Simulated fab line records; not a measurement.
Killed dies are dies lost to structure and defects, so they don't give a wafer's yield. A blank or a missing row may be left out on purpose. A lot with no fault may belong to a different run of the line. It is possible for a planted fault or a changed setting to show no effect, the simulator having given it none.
One fault through the eyes of 2 desks + flow n5-finfet + every desk sees just its own numbers, and what lay behind them comes last

## DESK OF THE TOOL OWNER: arfi-scanner-03
The tool's own readings at N5_PMOS_HMC_CHANNEL_EPI_EXPOSE_06 (exposes mask PMOS HMC BLK, target cd 240 nm): means of the sampled wafers that have a number, for each lot that ran on this tool. Any lot whose mean is over 4 standard deviations away from the usual mean is out of limits and marked OUT; that distance is given in the brackets.
Columns: A = reticle-temp-C at N5_PMOS_HMC_CHANNEL_EPI_EXPOSE_06, usual 22.99 C
| lot  | first seen here | A     |
|------|-----------------|-------|
| L642 | day 3 11:14     | 23.04 |
| L643 | day 3 17:03     | 23.01 |
| L648 | day 4 22:43     | 23.09 |
| L656 | day 6 23:19     | 22.87 |
| L658 | day 7 11:33     | 22.93 |
This desk's finding: nothing out of limits on any of the 5 lots.

## FROM THE METROLOGY DESK
Means of the sampled wafers that have a number, per lot and without regard to the tool the lot ran on: this is what the gauges read. Any lot whose mean is over 4 standard deviations away from the usual mean is out of limits and marked OUT; that distance is given in the brackets. It has 12 readings, of which 7 appear: the earliest out of limits, and the ones furthest out on some lot.
Columns: A = cd-nm at N5_WELL_APT_CD_MEAS_25, usual 199.1 nm; B = PMOS_HMC_BLK_OVL at N5_PMOS_HMC_CHANNEL_EPI_OVL_MEAS_10, usual -0.3 nm; C = DIBL_P at N5_BEOL_M4_RC_MEAS_101, usual 36.5 mV/V; D = IOFF_N at N5_BEOL_M4_RC_MEAS_101, usual 0.154 nA/um; E = IOFF_P at N5_BEOL_M4_RC_MEAS_101, usual 0.202 nA/um; F = ION_P at N5_BEOL_M4_RC_MEAS_101, usual 460 uA/um; G = VT_P at N5_BEOL_M4_RC_MEAS_101, usual -251.4 mV
| lot  | first seen here | A     | B              | C    | D     | E     | F   | G      |
|------|-----------------|-------|----------------|------|-------|-------|-----|--------|
| L638 | day 2 09:09     | 199.7 | 0.1            | 36.4 | 0.141 | 0.161 | 446 | -256.9 |
| L641 | day 3 02:43     | 200.2 | -0.7           | 36.2 | 0.160 | 0.210 | 467 | -248.3 |
| L642 | day 3 08:59     | 201.9 | 0.1            | 35.1 | 0.154 | 0.189 | 458 | -252.7 |
| L643 | day 3 14:56     | 198.1 | 0.0            | 36.1 | 0.143 | 0.209 | 466 | -249.4 |
| L644 | day 3 20:49     | 198.7 | -0.5           | 36.4 | 0.147 | 0.191 | 460 | -250.9 |
| L646 | day 4 09:17     | 198.1 | -0.4           | 36.8 | 0.147 | 0.193 | 458 | -252.5 |
| L648 | day 4 20:48     | 196.8 | -0.8           | 35.3 | 0.146 | 0.189 | 460 | -251.9 |
| L656 | day 6 21:13     | 198.8 | 28.4 (+35) OUT | 40.8 | 0.200 | 0.252 | 460 | -248.8 |
| L658 | day 7 09:17     | 198.9 | 28.3 (+34) OUT | 38.4 | 0.178 | 0.208 | 458 | -251.3 |
Per this desk, out of limits: L656, L658; the first was L656, day 6 23:27 (PMOS_HMC_BLK_OVL at N5_PMOS_HMC_CHANNEL_EPI_OVL_MEAS_10). In limits: L638, L641, L642, L643, L644, L646, L648.

## TAKEN TOGETHER
The metrology desk could have raised an alarm at day 6 23:27, on L656, L658.
Nothing out of limits was seen by the tool owner's desk.
Tool owner's desk: L656, L658 on record, inside its limits.
Of the lots named, all ran N5_PMOS_HMC_CHANNEL_EPI_EXPOSE_06 on arfi-scanner-03.

## WHAT THE SIMULATOR HAD INSERTED
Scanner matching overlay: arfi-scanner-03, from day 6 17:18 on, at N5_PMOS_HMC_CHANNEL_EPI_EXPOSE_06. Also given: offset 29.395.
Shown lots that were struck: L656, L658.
Hours from the fault's start to each desk's first reading out of limits: the metrology desk, 6.
